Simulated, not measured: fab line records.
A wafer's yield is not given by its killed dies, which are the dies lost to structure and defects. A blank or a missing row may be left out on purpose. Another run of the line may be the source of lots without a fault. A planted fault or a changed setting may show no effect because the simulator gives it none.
Chamber matching ; flow nand harc ; pecvd-02 running NHARC_A_STAIRCASE_DEP_259: 3 sister chambers
The step deposits SiON, target thk 30 nm. 6 wafers are shown with their chamber, then 7 later ones without.

## WAFERS, EACH WITH ITS CHAMBER
wafer;chamber;heater power w (W)
L082.4;1;569
L087.1;1;673
L087.2;0;562
L087.3;2;794
L086.2;2;806
L086.4;0;569

## WAFERS WHOSE CHAMBER IS MISSING
wafer;heater power w (W)
L086.5;798
L094.1;816
L094.3;517
L094.5;528
L095.2;632
L095.4;614
L095.5;594

## CHAMBER TAKEN BY EACH
wafer;from the rows above;in truth
L086.5;2;2
L094.1;2;2
L094.3;can't be placed: 0 or 1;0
L094.5;can't be placed: 0 or 1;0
L095.2;can't be placed: 1 or 0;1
L095.4;can't be placed: 1 or 0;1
L095.5;can't be placed: 1 or 0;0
Correct placement for 2 of the 7. Can't be placed from these rows: 5 (the true chamber is among the candidates in 5). Placed wrongly: 0.
How it was worked out, from the rows above alone: a wafer's distance from a chamber is the root of the sum, over the readings, of the square of ((its reading less the chamber's mean) divided by the reading's scatter). If the next closest chamber is less than 2 further off than the closest, the wafer can't be placed; otherwise it belongs to the closest. Each chamber's mean is taken over the wafers shown for it. The scatter: the root of (the sum of the squares of (reading less its chamber's mean) over the shown wafers, divided by (wafers less chambers)).
